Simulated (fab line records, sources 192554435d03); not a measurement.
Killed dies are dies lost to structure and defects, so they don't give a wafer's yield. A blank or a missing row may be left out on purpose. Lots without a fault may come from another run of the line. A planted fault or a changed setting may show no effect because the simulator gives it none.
Chamber matching | flow n5_finfet | N5_BEOL_M0_SAQP_SPACER1_ALD_98 on ald_sin-03: 4 sister chambers
The step deposits SiO2, target thk 12.8 nm, pulse time 1 s, purge time 2 s. 18 wafers are shown with their chamber, then 9 later ones without.

WAFERS WITH THEIR CHAMBER
wafer  | chamber | heater_power_w (W) | precursor_pulse_height_rel | chamber_pressure_Torr (Torr)
L080.3 | 0       | 483                | 0.998                      | 2.001
L080.4 | 2       | 377                | 0.988                      | 2.001
L080.5 | 3       | 427                | 0.988                      | 1.995
L082.1 | 0       | 486                | 1.063                      | 1.991
L082.4 | 1       | 442                | 0.998                      | 1.997
L082.6 | 0       | 467                | 1.035                      | 1.998
L083.1 | 1       | 449                | 1.027                      | 2.002
L083.4 | 0       | 486                | 1.001                      | 2.007
L083.5 | 2       | 381                | 1.008                      | 2.001
L087.1 | 2       | 376                | 1.006                      | 2.009
L087.2 | 3       | 424                | 0.978                      | 2.002
L087.3 | 0       | 491                | 1.015                      | 1.998
L090.2 | 3       | 421                | 0.973                      | 2.004
L090.3 | 2       | 385                | 0.999                      | 2.000
L090.6 | 2       | 374                | 1.000                      | 2.007
L093.1 | 1       | 450                | 0.954                      | 1.999
L093.5 | 0       | 475                | 0.997                      | 1.995
L093.6 | 3       | 434                | 0.982                      | 2.003

SIGNATURES (means of the wafers above)
reading                    | chamber 0 | chamber 1 | chamber 2 | chamber 3 | scatter within a chamber
heater_power_w             | 481.33    | 447.00    | 378.60    | 426.50    | 6.51
precursor_pulse_height_rel | 1.01817   | 0.99300   | 1.00020   | 0.98025   | 0.0216
chamber_pressure_Torr      | 1.99833   | 1.99933   | 2.00360   | 2.00100   | 0.00445
Rule: a wafer's distance from a chamber is the root of the sum, over the readings, of the square of ((its reading less the chamber's mean) divided by the reading's scatter). The wafer belongs to the nearest chamber; if the next one is less than 2 further off, it can't be placed. The scatter: the root of (the sum of the squares of (reading less its chamber's mean) over the shown wafers, divided by (wafers less chambers)).

WAFERS WITHOUT THEIR CHAMBER
wafer  | heater_power_w (W) | precursor_pulse_height_rel | chamber_pressure_Torr (Torr)
L094.1 | 388                | 0.977                      | 1.999
L094.3 | 449                | 1.015                      | 2.007
L094.4 | 481                | 1.001                      | 2.009
L096.1 | 489                | 1.004                      | 2.000
L096.3 | 455                | 0.959                      | 1.999
L096.6 | 425                | 1.008                      | 2.002
L097.3 | 458                | 0.981                      | 1.997
L097.4 | 379                | 1.012                      | 2.002
L097.6 | 478                | 1.026                      | 1.996

WHICH CHAMBER EACH WENT THROUGH
wafer  | from the rows above | in truth
L094.1 | 2                   | 2
L094.3 | 1                   | 1
L094.4 | 0                   | 0
L096.1 | 0                   | 0
L096.3 | 1                   | 1
L096.6 | 3                   | 3
L097.3 | 1                   | 1
L097.4 | 2                   | 2
L097.6 | 0                   | 0
Placed correctly: 9 of 9. Can't be placed from these rows: 0. Placed wrongly: 0.
